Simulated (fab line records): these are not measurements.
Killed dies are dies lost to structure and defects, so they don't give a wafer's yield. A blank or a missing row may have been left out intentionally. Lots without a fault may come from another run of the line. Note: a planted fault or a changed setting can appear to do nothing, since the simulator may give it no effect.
fab line records ; flow nand_harc
[record] lots = 15; wafers = 45; last_day = 24
route steps=1159 shown P_M2@350 P_BONDPAD@352
lots that met no fault: from a run of the same line without faults
start_h: hours from the record's opening day to when the first of the lot's shown wafers began ; wait_h: time in hours since the lot's previous step ; " the same as in the row above ; L1.1+2: one row covering several wafers at once ; - either no value or no given start ; * or withheld: withheld ; < > ~ a bound
route shown NAME@n: NAME is a module with steps in the file, n the number in the route of the first one ; usual: mean and standard deviation over wafers with no fault ; same: alike in all rows ; chamber/n: place in a boat ; sites: each site's reading ; _std_site: the standard deviation of these ; _edge_site: mean of outer sites minus mean of inner sites ; radius_mm: how far each site lies from the wafer's centre ; mask NAME#n: copy n ; behind: tool/chamber where the wafer was last shaped ; hold: what put the lot on hold/how long, in hours/how the hold closed ; device: names the non-switching transistor (n, p or np) ; end of line: the same wafers' tests at the end of the route ; a step without rows: its recipe alone ; killed: dies that structure and defects cost at the first sort, which is not the same as the wafer's yield ; map: shows each die of a wafer: x if killed, . if not, _ if none is there
set.NAME: the run value of the setting; set.NAME@STEP: its run value at that earlier step ; model.NAME: the simulator's own value behind a step, which no gauge read
steps of the route over a sample of lots; a table a step, a row a wafer
services: the hour from which a tool's chamber was out of use, counted from the record's first day as start_h (under 0 if before that day), plus the number of hours and why
[[steps]]
[step NHARC_P_M2_DEP_33]
[recipe] target_thk_a = 300; temp_c = 370; target_thk_nm = 30; pressure_torr = 3; flow_sccm = 200; rf_w = 450; material = SiCN
[usual] heater_power_w = 570/62
lot.wafer;tool;chamber;start_h;wait_h;heater_power_w
L805.2;pecvd-03;0;126.18;0.1;445
L805.6;pecvd-03;1;126.18;0.1;613
L805.5;pecvd-03;2;126.18;0.1;532
L811.3;pecvd-03;2;160.12;0.1;610
L811.5;pecvd-03;0;160.12;0.1;431
L811.4;pecvd-03;2;160.12;0.1;632
L812.1;pecvd-01;0;171.26;0.1;516
L812.5;pecvd-01;2;171.26;0.1;521
L812.4;pecvd-01;1;171.26;0.1;609
L813.2;pecvd-03;2;176.96;0.1;626
L813.3;pecvd-03;0;176.96;0.1;505
L813.4;pecvd-03;0;176.96;0.1;533
L814.2;pecvd-04;2;185.66;0.1;687
L814.1;pecvd-04;0;185.66;0.1;527
L814.6;pecvd-04;2;185.66;0.1;685
L815.2;pecvd-04;0;191.53;0.1;629
L815.4;pecvd-04;2;191.53;0.1;689
L815.5;pecvd-04;0;191.53;0.1;627
L818.1;pecvd-01;1;205.94;0.1;553
L818.2;pecvd-01;0;205.94;0.1;584
L818.4;pecvd-01;0;205.94;0.1;592
L820.3;pecvd-01;1;220.35;0.1;626
L820.4;pecvd-01;0;220.35;0.1;567
L820.6;pecvd-01;1;220.35;0.1;626
L819.1;pecvd-04;0;221.67;0.1;657
L819.4;pecvd-04;1;221.67;0.1;458
L819.6;pecvd-04;2;221.67;0.1;560
L821.2;pecvd-03;2;232.57;0.1;595
L821.4;pecvd-03;2;232.57;0.1;618
L821.5;pecvd-03;2;232.57;0.1;620
L822.2;pecvd-03;0;233.46;0.1;478
L822.3;pecvd-03;2;233.46;0.1;562
L822.5;pecvd-03;0;233.46;0.1;488
L824.1;pecvd-03;0;236.02;0.1;511
L824.2;pecvd-03;2;236.02;0.1;663
L824.6;pecvd-03;2;236.02;0.1;533
L823.1;pecvd-03;1;237.26;0.1;606
L823.3;pecvd-03;2;237.26;0.1;666
L823.6;pecvd-03;1;237.26;0.1;619
L826.3;pecvd-04;0;247.34;0.1;601
L826.2;pecvd-04;1;247.34;0.1;543
L826.6;pecvd-04;2;247.34;0.1;635
L828.1;pecvd-01;1;262.45;0.1;626
L828.2;pecvd-01;2;262.45;0.1;578
L828.4;pecvd-01;2;262.45;0.1;570
[step NHARC_P_BONDPAD_CMP_32]
[recipe] target_thk_nm = 200; material = SiCN
[usual] motor_current_A = 12.2/1.4
lot.wafer;tool;chamber;start_h;wait_h;motor_current_A
L805.2;cmp-02;1;127.01;-;13.2
L805.6;cmp-02;0;127.01;-;12.9
L805.5;cmp-02;1;127.01;-;13.4
L811.4;cmp-02;0;160.93;-;12.0
L811.3;cmp-02;1;160.93;-;14.1
L811.5;cmp-02;3;160.93;-;11.2
L812.4;cmp-03;0;172.09;-;11.4
L812.1;cmp-03;1;172.09;-;12.8
L812.5;cmp-03;2;172.09;-;10.9
L813.4;cmp-03;1;177.73;-;12.6
L813.3;cmp-03;2;177.73;-;11.3
L813.2;cmp-03;0;177.73;-;11.0
L814.1;cmp-01;2;186.53;-;9.9
L814.2;cmp-01;3;186.53;-;12.6
L814.6;cmp-01;1;186.53;-;11.9
L815.4;cmp-01;1;192.30;-;12.0
L815.2;cmp-01;3;192.30;-;12.9
L815.5;cmp-01;0;192.30;-;12.1
L818.2;cmp-01;1;207.03;-;12.1
L818.4;cmp-01;2;207.03;-;10.2
L818.1;cmp-01;0;207.03;-;12.1
L820.4;cmp-01;1;221.13;-;11.7
L820.3;cmp-01;0;221.13;-;11.9
L820.6;cmp-01;2;221.13;-;10.3
L819.1;cmp-01;3;222.60;0.5;13.1
L819.4;cmp-01;0;222.60;0.5;12.1
L819.6;cmp-01;2;222.60;0.5;10.2
L821.2;cmp-03;2;233.46;-;11.2
L821.4;cmp-03;1;233.46;-;13.2
L821.5;cmp-03;2;233.46;-;10.6
L822.2;cmp-01;1;234.34;-;12.1
L822.3;cmp-01;2;234.34;-;10.4
L822.5;cmp-01;2;234.34;-;10.5
L824.2;cmp-01;1;236.97;-;12.0
L824.1;cmp-01;3;236.97;-;13.1
L824.6;cmp-01;2;236.97;-;10.6
L823.3;cmp-02;0;238.08;-;13.2
L823.1;cmp-02;1;238.08;-;13.4
L823.6;cmp-02;0;238.08;-;13.4
L826.2;cmp-03;2;248.20;-;10.6
L826.3;cmp-03;3;248.20;-;15.1
L826.6;cmp-03;1;248.20;-;12.6
L828.1;cmp-01;0;263.30;-;12.3
L828.2;cmp-01;1;263.30;-;11.7
L828.4;cmp-01;2;263.30;-;10.6
[step NHARC_P_BONDPAD_EXPOSE_06]
[recipe] na = 0.55; dose_mj = 37.06; mask_id = P_BPAD
[usual] exposure_dose_mJ_cm2 = 37.04/0.043; focus_offset_nm = 0.0/0.53; na = 0.55/0
lot.wafer;tool;chamber;start_h;wait_h;mask;exposure_dose_mJ_cm2;focus_offset_nm;na
L805.2;krf_scanner-01;0;127.53;-;P_BPAD#0;37.04;0.0;0.55
L805.5;krf_scanner-01;0;127.53;-;P_BPAD#0;37.08;0.0;0.55
L805.6;krf_scanner-01;0;127.53;-;P_BPAD#0;37.03;0.1;0.55
L811.3;krf_scanner-04;-;161.60;-;P_BPAD#0;-;-;-
L811.4;krf_scanner-04;-;161.60;-;P_BPAD#0;-;-;-
L811.5;krf_scanner-04;-;161.60;-;P_BPAD#0;-;-;-
L812.1;krf_scanner-01;-;172.72;-;P_BPAD#0;-;-;-
L812.4;krf_scanner-01;-;172.72;-;P_BPAD#0;-;-;-
L812.5;krf_scanner-01;-;172.72;-;P_BPAD#0;-;-;-
L813.2;krf_scanner-01;-;178.28;-;P_BPAD#0;-;-;-
L813.3;krf_scanner-01;-;178.28;-;P_BPAD#0;-;-;-
L813.4;krf_scanner-01;-;178.28;-;P_BPAD#0;-;-;-
L814.1;krf_scanner-04;0;187.16;-;P_BPAD#0;37.02;-0.5;0.55
L814.2;krf_scanner-04;0;187.16;-;P_BPAD#0;37.01;0.0;0.55
L814.6;krf_scanner-04;0;187.16;-;P_BPAD#0;37.00;0.0;0.55
L815.2;krf_scanner-03;0;192.94;-;P_BPAD#0;36.97;-0.1;0.55
L815.4;krf_scanner-03;0;192.94;-;P_BPAD#0;36.99;-0.2;0.55
L815.5;krf_scanner-03;0;192.94;-;P_BPAD#0;36.98;-0.5;0.55
L818.1;krf_scanner-01;0;207.71;-;P_BPAD#0;37.10;-0.1;0.55
L818.2;krf_scanner-01;0;207.71;-;P_BPAD#0;37.06;-0.1;0.55
L818.4;krf_scanner-01;0;207.71;-;P_BPAD#0;37.08;-0.8;0.55
L820.3;krf_scanner-01;0;221.81;-;P_BPAD#0;37.04;0.7;0.55
L820.4;krf_scanner-01;0;221.81;-;P_BPAD#0;36.99;0.0;0.55
L820.6;krf_scanner-01;0;221.81;-;P_BPAD#0;36.97;0.6;0.55
L819.1;krf_scanner-01;0;223.09;-;P_BPAD#0;37.11;-0.2;0.55
L819.4;krf_scanner-01;0;223.09;-;P_BPAD#0;37.11;-0.6;0.55
L819.6;krf_scanner-01;0;223.09;-;P_BPAD#0;37.14;-0.8;0.55
L821.2;krf_scanner-03;0;234.14;-;P_BPAD#0;37.04;-0.3;0.55
L821.4;krf_scanner-03;0;234.14;-;P_BPAD#0;37.04;-0.3;0.55
L821.5;krf_scanner-03;0;234.14;-;P_BPAD#0;37.00;-0.5;0.55
L822.2;krf_scanner-01;0;235.01;-;P_BPAD#0;37.12;-0.3;0.55
L822.3;krf_scanner-01;0;235.01;-;P_BPAD#0;37.09;-0.4;0.55
L822.5;krf_scanner-01;0;235.01;-;P_BPAD#0;37.14;-0.3;0.55
L824.1;krf_scanner-04;0;237.63;-;P_BPAD#0;37.04;0.1;0.55
L824.2;krf_scanner-04;0;237.63;-;P_BPAD#0;37.02;0.2;0.55
L824.6;krf_scanner-04;0;237.63;-;P_BPAD#0;37.07;0.5;0.55
L823.1;krf_scanner-01;0;238.74;-;P_BPAD#0;37.08;-0.7;0.55
L823.3;krf_scanner-01;0;238.74;-;P_BPAD#0;37.11;0.1;0.55
L823.6;krf_scanner-01;0;238.74;-;P_BPAD#0;37.07;-0.5;0.55
L826.2;krf_scanner-01;0;248.71;-;P_BPAD#0;37.04;0.5;0.55
L826.3;krf_scanner-01;0;248.71;-;P_BPAD#0;36.99;-0.5;0.55
L826.6;krf_scanner-01;0;248.71;-;P_BPAD#0;37.02;0.5;0.55
L828.1;krf_scanner-03;0;263.94;-;P_BPAD#0;37.04;-0.2;0.55
L828.2;krf_scanner-03;0;263.94;-;P_BPAD#0;37.02;0.2;0.55
L828.4;krf_scanner-03;0;263.94;-;P_BPAD#0;37.03;0.2;0.55
[step NHARC_P_BONDPAD_OVL_MEAS_38]
[usual] overlay_x_nm = 0/4.9; overlay_y_nm = 1/5
lot.wafer;tool;chamber;start_h;wait_h;overlay_x_nm;overlay_y_nm
L805.2;overlay-01;-;127.76;-;8;-6
L805.5;overlay-01;-;127.76;-;8;-7
L805.6;overlay-01;-;127.76;-;8;-6
L811.3;overlay-01;-;161.83;-;-;-
L811.4;overlay-01;-;161.83;-;-;-
L811.5;overlay-01;-;161.83;-;-;-
L812.1;overlay-02;-;172.96;-;-;-
L812.4;overlay-02;-;172.96;-;-;-
L812.5;overlay-02;-;172.96;-;-;-
L813.2;overlay-01;-;178.51;-;-;-
L813.3;overlay-01;-;178.51;-;-;-
L813.4;overlay-01;-;178.51;-;-;-
L814.1;overlay-02;-;187.41;-;2;4
L814.2;overlay-02;-;187.41;-;2;5
L814.6;overlay-02;-;187.41;-;2;4
L815.2;overlay-02;-;193.17;-;-13;-2
L815.4;overlay-02;-;193.17;-;-13;-1
L815.5;overlay-02;-;193.17;-;-13;-1
L818.1;overlay-02;-;207.95;-;-4;-2
L818.2;overlay-02;-;207.95;-;-4;-3
L818.4;overlay-02;-;207.95;-;-4;-2
L820.3;overlay-02;-;222.05;-;-3;1
L820.4;overlay-02;-;222.05;-;-3;1
L820.6;overlay-02;-;222.05;-;-2;1
L819.1;overlay-01;-;223.33;-;4;3
L819.4;overlay-01;-;223.33;-;4;2
L819.6;overlay-01;-;223.33;-;4;2
L821.2;overlay-02;-;234.38;-;3;-1
L821.4;overlay-02;-;234.38;-;3;-1
L821.5;overlay-02;-;234.38;-;3;-1
L822.2;overlay-02;-;235.25;-;11;3
L822.3;overlay-02;-;235.25;-;12;3
L822.5;overlay-02;-;235.25;-;11;2
L824.1;overlay-02;-;237.87;-;3;-7
L824.2;overlay-02;-;237.87;-;4;-6
L824.6;overlay-02;-;237.87;-;4;-6
L823.1;overlay-02;-;238.99;-;-2;4
L823.3;overlay-02;-;238.99;-;-2;4
L823.6;overlay-02;-;238.99;-;-2;4
L826.2;overlay-02;-;248.94;-;0;7
L826.3;overlay-02;-;248.94;-;0;7
L826.6;overlay-02;-;248.94;-;-1;8
L828.1;overlay-02;-;264.17;-;-1;0
L828.2;overlay-02;-;264.17;-;-1;0
L828.4;overlay-02;-;264.17;-;-2;0
[[services]]
tool;chamber;start_h;hours;kind
pecvd-03;-;111.00;13.0;pm
krf_scanner-04;-;111.93;9.1;repair
krf_scanner-04;-;126.00;4.0;pm
cmp-02;-;128.62;4.0;pm
cmp-01;-;130.09;0.4;repair
cmp-03;-;144.78;0.5;repair
cmp-01;-;145.22;1.7;repair
cmp-03;-;158.89;4.0;pm
pecvd-04;0;163.40;2.0;repair
krf_scanner-03;-;168.00;4.0;pm
cmp-03;-;168.37;3.5;repair
cmp-01;-;179.65;4.0;pm
krf_scanner-04;-;183.30;0.8;repair
pecvd-01;2;188.40;30.7;repair
pecvd-04;-;195.11;13.0;pm
krf_scanner-04;-;195.95;19.4;repair
cmp-02;-;201.78;12.6;repair
cmp-02;-;226.62;4.0;pm
cmp-03;-;227.37;2.7;repair
krf_scanner-01;-;230.54;0.9;repair
pecvd-01;-;237.31;13.0;pm
cmp-01;-;253.05;2.2;repair
krf_scanner-01;-;256.00;4.0;pm
cmp-03;-;256.89;4.0;pm
[[key]]
[first_sign] step = NHARC_P_BONDPAD_EXPOSE_06; reading = tool_record; direction = missing
effect none on later readings
met_at NHARC_P_BONDPAD_EXPOSE_06
struck_lots L811,L812,L813
later_rows_left_out L811.3,L811.4,L811.5,L812.1,L812.4,L812.5,L813.2,L813.3,L813.4
sort_left_out L811.3,L811.4,L811.5,L812.1,L812.4,L812.5,L813.2,L813.3,L813.4
not_acting_at NHARC_P_M2_DEP_33,NHARC_P_BONDPAD_CMP_32,NHARC_P_BONDPAD_OVL_MEAS_38
onset_between 127.53 161.60
[fault] kind = skipped_step_whole; tool = krf_scanner-01,krf_scanner-04; chamber = -; onset_h = 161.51; steps = NHARC_P_BONDPAD_EXPOSE_06; scope = struck_lots_only
// sort_left_out: the simulated sort isn't trusted on such a fault, so these wafers' sort isn't shown, and their yield isn't known
// later_rows_left_out: the simulator's readings of these wafers behind a module that went badly wrong aren't trusted and aren't shown, but for the sort
